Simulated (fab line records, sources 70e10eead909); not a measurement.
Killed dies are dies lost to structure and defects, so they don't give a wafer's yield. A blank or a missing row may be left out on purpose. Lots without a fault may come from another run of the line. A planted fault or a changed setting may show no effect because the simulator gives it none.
fab line records | flow nand_harc | part 2 of 2: steps 27 to 35 of 35
record lots=5 wafers=15 last_day=25
route steps=1159 shown A_M0@1006 A_M1@1026
lots that met no fault: from a run of the same line without faults
start_h: hours from the record's first day to the start of the lot's first wafer shown | wait_h: hours since the lot's step before | " the same as in the row above | L1.1+2: a row that stands for several wafers | - no value, or no start given | * or withheld: withheld | < > ~ a bound
route shown NAME@n: a module of which the file shows steps, and the number in the route of the first | usual: mean/standard deviation of fault-free wafers | same: alike in all rows | chamber/n: place in a boat | sites: the reading at each site | _std_site: their standard deviation | _edge_site: outer sites' mean less inner sites' | radius_mm: how far each site lies from the wafer's centre | mask NAME#n: copy n | behind: the tool/chamber that last shaped the wafer | hold: why the lot was held/for how many hours/how that ended | device: the transistor (n, p or np) that didn't switch | end of line: the same wafers' tests at the end of the route | a step without rows: its recipe alone | killed: dies lost to structure and defects at the first sort, not the wafer's yield | map: a wafer's dies, x killed, . not, _ none there
set.NAME: the setting as run; set.NAME@STEP: as run at that earlier step | model.NAME: the simulator's own value behind a step, which no gauge read
lots at some steps of the route; a table a step, a row a wafer
services: from which hour (start_h, from the record's first day; less than 0 if before it) a tool's chamber was out of use, for how many hours, and why
## steps
# step NHARC_A_M1_EXPOSE_06
# recipe na=1.35 target_cd_nm=120 dose_mj=75.13 mask_id=A_M1
# usual exposure_dose_mJ_cm2=75.12/0.08
# columns lot.wafer tool chamber start_h wait_h mask exposure_dose_mJ_cm2
L078.1 arfi_scanner-02 0 435.17 - A_M1#0 75.14
L078.2 " 0 " " A_M1#0 75.27
L078.6 " 0 " " A_M1#0 75.19
L082.1 arfi_scanner-03 0 449.89 - A_M1#0 75.15
L082.4 " 0 " " A_M1#0 75.09
L082.6 " 0 " " A_M1#0 75.19
L088.1 arfi_scanner-03 0 474.83 - A_M1#0 75.22
L088.2 " 0 " " A_M1#0 75.22
L088.4 " 0 " " A_M1#0 75.18
L092.1 arfi_scanner-02 0 509.68 - A_M1#0 75.01
L092.3 " 0 " " A_M1#0 75.06
L092.6 " 0 " " A_M1#0 74.99
L096.1 arfi_scanner-03 0 546.28 - A_M1#0 75.19
L096.2 " 0 " " A_M1#0 75.22
L096.4 " 0 " " A_M1#0 75.10
# step NHARC_A_M1_PEB_07
# recipe peb_temp_c=100 peb_time_s=65
# columns lot.wafer tool chamber start_h wait_h
L078.1+2+6 litho_track-04 0 435.23 0.1
L082.1+4+6 litho_track-06 0 449.95 0.1
L088.1+2+4 litho_track-06 0 474.89 0.1
L092.1+3+6 litho_track-04 0 509.74 0.1
L096.1+2+4 litho_track-06 0 546.34 0.1
# step NHARC_A_M1_DEVELOP_08
# recipe develop_time_s=35 dev_temp_c=23
# columns lot.wafer tool chamber start_h wait_h
L078.1+2+6 litho_track-04 0 - -
L082.1+4+6 litho_track-06 0 - -
L088.1+2+4 litho_track-06 0 - -
L092.1+3+6 litho_track-04 0 - -
L096.1+2+4 litho_track-06 0 - -
# step NHARC_A_M1_CD_MEAS_09
# recipe target_cd_nm=120 landing_energy_ev=500
# usual cd_nm=120.1/0.56
# columns lot.wafer tool chamber start_h wait_h cd_nm
L078.1 cd_sem-01 0 435.31 - 120.0
L078.2 " 0 " " 121.4
L078.6 " 0 " " 120.0
L082.1 cd_sem-01 0 450.03 - 119.8
L082.4 " 0 " " 120.1
L082.6 " 0 " " 119.5
L088.1 cd_sem-01 0 474.97 - 119.9
L088.2 " 0 " " 119.8
L088.4 " 0 " " 120.4
L092.1 cd_sem-03 0 509.82 - 120.1
L092.3 " 0 " " 119.7
L092.6 " 0 " " 119.6
L096.1 cd_sem-02 0 546.42 - 120.5
L096.2 " 0 " " 119.2
L096.4 " 0 " " 120.5
# step NHARC_A_M1_OVL_MEAS_10
# recipe pitch_nm=240
# usual overlay_x_nm=-0.3/0.71 overlay_y_nm=0.3/0.98
# columns lot.wafer tool chamber start_h wait_h overlay_x_nm overlay_y_nm
L078.1 overlay-01 - 435.40 - 0.0 -0.9
L078.2 " - " " -0.7 -0.1
L078.6 " - " " -0.8 -0.6
L082.1 overlay-02 - 450.12 - 0.1 0.2
L082.4 " - " " -0.1 0.3
L082.6 " - " " 0.2 0.1
L088.1 overlay-01 - 475.06 - -0.1 -0.3
L088.2 " - " " 0.6 0.3
L088.4 " - " " 0.2 0.1
L092.1 overlay-01 - 509.91 - -0.2 0.3
L092.3 " - " " 0.2 0.6
L092.6 " - " " 0.4 0.1
L096.1 overlay-01 - 546.51 - -0.8 -1.1
L096.2 " - " " -1.1 -1.2
L096.4 " - " " -1.2 -1.8
# step NHARC_A_M1_INSPECT_11
# usual raw_defect_count=30/11
# columns lot.wafer tool chamber start_h wait_h raw_defect_count
L078.1 defect_inspect-02 - 435.44 0.0 23
L078.2 " - " " 31
L078.6 " - " " 22
L082.1 defect_inspect-02 - 450.16 0.0 14
L082.4 " - " " 18
L082.6 " - " " 21
L088.1 defect_inspect-02 - 475.10 0.0 34
L088.2 " - " " 33
L088.4 " - " " 31
L092.1 defect_inspect-02 - 509.94 0.0 39
L092.3 " - " " 34
L092.6 " - " " 36
L096.1 defect_inspect-01 - 546.54 0.0 18
L096.2 " - " " 18
L096.4 " - " " 24
# step NHARC_A_M1_DESCUM_14
# recipe time_s=3 o2_flow_sccm=200 ar_flow_sccm=0 bias_power_w=0 chemistry=O2
# usual drypump_motor_current_A=5.7/0.45 oes_product_au=0.999/0.011 rf_vpp_V=58.0/0.9 showerhead_plenum_p_Torr=1.96/0.087 throttle_valve_pct=11.310/0.0088
# columns lot.wafer tool chamber start_h wait_h drypump_motor_current_A oes_product_au rf_hours_counter_h rf_vpp_V showerhead_plenum_p_Torr throttle_valve_pct
L078.1 rie_diel-10 3 435.50 0.1 6.1 0.995 0 57.8 1.91 11.320
L078.2 " 2 " " 5.3 0.993 0 57.7 1.95 11.302
L078.6 " 3 " " 6.1 0.996 - 57.5 1.91 11.319
L082.1 rie_diel-09 0 450.23 0.1 5.7 1.010 0 59.1 2.06 11.312
L082.4 " 2 " " 6.5 0.995 0 57.7 2.05 11.303
L082.6 " 3 " " 6.0 0.999 - 58.5 1.87 11.313
L088.4 rie_diel-10 2 475.16 0.1 5.3 0.994 3 58.8 1.95 11.315
L088.1 " 3 " " 6.1 0.995 3 57.9 1.91 11.319
L088.2 " 1 " " 5.9 0.988 4 56.6 1.80 11.320
L092.3 rie_diel-09 3 510.00 0.1 6.0 0.991 2 58.1 1.87 11.318
L092.1 " 0 " " 5.6 0.995 2 57.3 2.06 11.313
L092.6 " 0 " " 5.7 0.998 - 60.1 2.06 11.317
L096.4 rie_diel-05 0 546.60 0.1 5.5 1.008 1 57.7 1.96 11.323
L096.1 " 1 " " 5.3 0.996 2 57.8 1.83 11.308
L096.2 " 3 " " 5.2 1.006 2 58.2 2.01 11.316
# step NHARC_A_M1_ETCH_35
# recipe target_depth_a=400 overetch_a=120 time_s=43.94 ion_energy_ev=200 n2_flow_sccm=150 h2_flow_sccm=150 ar_flow_sccm=0 rf_w=400 bias_w=150 chemistry=N2/H2
# usual drypump_motor_current_A=5.6/0.44 oes_product_au=0.998/0.011 rf_fwd_power_W=394.9/2 rf_vpp_V=432.0/2.6 showerhead_plenum_p_Torr=2.09/0.095 throttle_valve_pct=14.171/0.0089
# columns lot.wafer tool chamber start_h wait_h drypump_motor_current_A oes_product_au rf_fwd_power_W rf_hours_counter_h rf_vpp_V showerhead_plenum_p_Torr throttle_valve_pct
L078.2 rie_diel-10 2 435.59 0.1 5.3 0.997 395.7 0 433.0 2.08 14.183
L078.1 " 0 " " 6.3 1.015 394.8 0 433.2 2.15 14.181
L078.6 " 2 " " 5.3 1.000 396.3 - 431.3 2.08 14.172
L082.1 rie_diel-09 0 450.35 0.1 5.6 1.008 394.7 0 435.4 2.20 14.178
L082.4 " 1 " " 5.2 0.986 392.3 0 435.5 2.17 14.170
L082.6 " 2 " " 6.5 0.993 393.7 - 433.9 2.19 14.163
L088.1 rie_diel-10 3 475.24 0.1 6.1 1.001 398.7 3 429.9 2.04 14.167
L088.4 " 1 " " 5.9 0.995 395.3 4 427.8 1.91 14.178
L088.2 " 2 " " 5.3 1.001 397.6 3 431.2 2.08 14.173
L092.3 rie_diel-09 3 510.09 0.1 6.0 0.984 394.9 2 429.8 1.99 14.157
L092.1 " 1 " " 5.3 0.976 393.5 1 433.1 2.17 14.165
L092.6 " 0 " " 5.6 0.991 394.8 - 434.4 2.20 14.184
L096.1 rie_diel-05 0 546.69 0.1 5.4 1.014 395.4 1 432.1 2.09 14.183
L096.2 " 2 " " 5.1 1.006 392.2 2 435.7 2.17 14.153
L096.4 " 3 " " 5.1 1.004 392.3 2 434.7 2.15 14.187
# step NHARC_A_M1_ETCH_15
# recipe target_depth_a=1825 time_s=91.2 c4f8_flow_sccm=withheld ar_flow_sccm=400 rf_w=600 bias_w=300 chemistry=C4F8/Ar
# usual oes_product_au=0.954/0.021 rf_fwd_power_W=595.6/2.4 rf_vpp_V=442.2/2.7
# columns lot.wafer tool chamber start_h wait_h oes_product_au rf_fwd_power_W rf_hours_counter_h rf_vpp_V
L078.2 rie_diel-10 3 - - 0.919 596.1 0 439.9
L078.1 " 1 " " 0.917 597.0 0 436.7
L078.6 " 2 " " 0.919 595.5 - 442.3
L082.1 rie_diel-09 3 - - 0.939 597.2 0 439.0
L082.4 " 1 " " 0.946 596.3 0 443.9
L082.6 " 3 " " 0.934 596.9 - 440.0
L088.4 rie_diel-10 0 - - 0.992 594.1 4 444.1
L088.2 " 1 " " 0.970 593.5 4 438.6
L088.1 " 2 " " 0.965 596.1 3 442.1
L092.3 rie_diel-09 1 - - 0.926 593.2 1 444.3
L092.1 " 3 " " 0.914 601.8 2 440.5
L092.6 " 2 " " 0.916 596.4 - 444.9
L096.1 rie_diel-05 0 - - 0.967 598.9 1 442.5
L096.4 " 1 " " 0.953 598.8 2 437.3
L096.2 " 3 " " 0.976 592.9 2 443.9
## services
# columns tool chamber start_h hours kind
pvd_sputter-01 - 415.18 3.1 repair
rie_diel-06 - 418.21 9.0 pm
pecvd-01 - 418.61 13.0 pm
wet_bench-10 - 423.20 8.0 pm
pvd_sputter-03 - 426.72 1.4 repair
arfi_scanner-03 - 430.83 7.0 repair
rie_diel-09 - 431.10 9.0 pm
pecvd-04 - 435.24 1.0 repair
litho_track-01 - 443.00 7.0 pm
pecvd-01 1 444.23 15.7 repair
ecd_cu-02 - 450.15 1.1 repair
rie_diel-10 2 452.57 2.5 repair
rie_diel-13 - 453.03 9.0 pm
pvd_sputter-03 - 458.03 10.0 pm
rie_diel-09 - 465.04 0.3 repair
litho_track-06 - 467.00 7.0 pm
pvd_sputter-03 - 489.15 2.4 repair
litho_track-04 - 491.00 7.0 pm
pecvd-04 - 509.00 0.2 repair
rie_diel-09 1 512.13 18.6 repair
pvd_sputter-01 - 514.09 10.0 pm
rie_diel-10 - 530.50 9.0 pm
rie_diel-06 - 534.76 0.4 repair
rie_diel-13 - 535.74 0.4 repair
